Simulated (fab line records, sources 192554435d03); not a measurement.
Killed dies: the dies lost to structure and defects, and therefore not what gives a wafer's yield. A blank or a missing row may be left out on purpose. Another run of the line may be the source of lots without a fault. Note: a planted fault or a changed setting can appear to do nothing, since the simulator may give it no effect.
Chamber matching -- flow n5_finfet -- N5_BEOL_M8_ETCH_61 on rie_diel-01: 4 sister chambers
The step etches SiARC in CF4, target depth 45.5 nm, time 75.8 s. 16 wafers are shown with their chamber, then 8 later ones without.

## EACH WAFER AND ITS CHAMBER
wafer,chamber,drypump_motor_current_A (A),showerhead_plenum_p_Torr (Torr),throttle_valve_pct (%)
L076.1,3,6.5,2.19,15.30
L076.3,2,5.2,2.26,15.45
L076.6,0,6.3,2.22,15.49
L079.1,2,5.2,2.26,15.44
L079.3,1,5.8,2.30,15.19
L079.4,3,6.5,2.19,15.31
L078.2,0,6.4,2.22,15.52
L078.4,3,6.5,2.19,15.31
L078.5,1,5.7,2.30,15.20
L081.1,0,6.3,2.22,15.53
L081.4,1,5.8,2.29,15.20
L081.5,0,6.3,2.22,15.51
L085.3,0,6.3,2.22,15.51
L085.5,3,6.6,2.18,15.34
L085.6,0,6.3,2.22,15.50
L091.3,0,6.3,2.21,15.55

SIGNATURES, as means of the wafers listed above
reading,chamber 0,chamber 1,chamber 2,chamber 3,scatter within a chamber
drypump_motor_current_A,6.314,5.767,5.200,6.525,0.0435
showerhead_plenum_p_Torr,2.2186,2.2967,2.2600,2.1875,0.00435
throttle_valve_pct,15.5157,15.1967,15.4450,15.3150,0.0168
Rule: for each reading, subtract the chamber's mean from the wafer's reading, divide by that reading's scatter and square the result; add these up over the readings and take the root, which gives the wafer's distance from the chamber. If the next closest chamber is less than 2 further off than the closest, the wafer can't be placed; otherwise it belongs to the closest. How the scatter is found: for the shown wafers, subtract from each reading the mean of its chamber, square and add these, divide the total by (wafers less chambers), then take the root.

## WAFERS WITH NO CHAMBER GIVEN
wafer,drypump_motor_current_A (A),showerhead_plenum_p_Torr (Torr),throttle_valve_pct (%)
L091.4,5.2,2.25,15.51
L091.6,5.2,2.25,15.50
L092.3,5.8,2.28,15.25
L092.4,5.2,2.25,15.52
L092.6,6.5,2.18,15.36
L095.2,6.3,2.21,15.58
L095.4,6.6,2.17,15.40
L095.6,5.2,2.24,15.52

## EACH ONE'S CHAMBER
wafer,from the rows above,in truth
L091.4,2,2
L091.6,2,2
L092.3,1,1
L092.4,2,2
L092.6,3,3
L095.2,0,0
L095.4,3,3
L095.6,2,2
Placed correctly: 8 of 8. From these rows, 0 cannot be placed. Wrongly placed: 0.
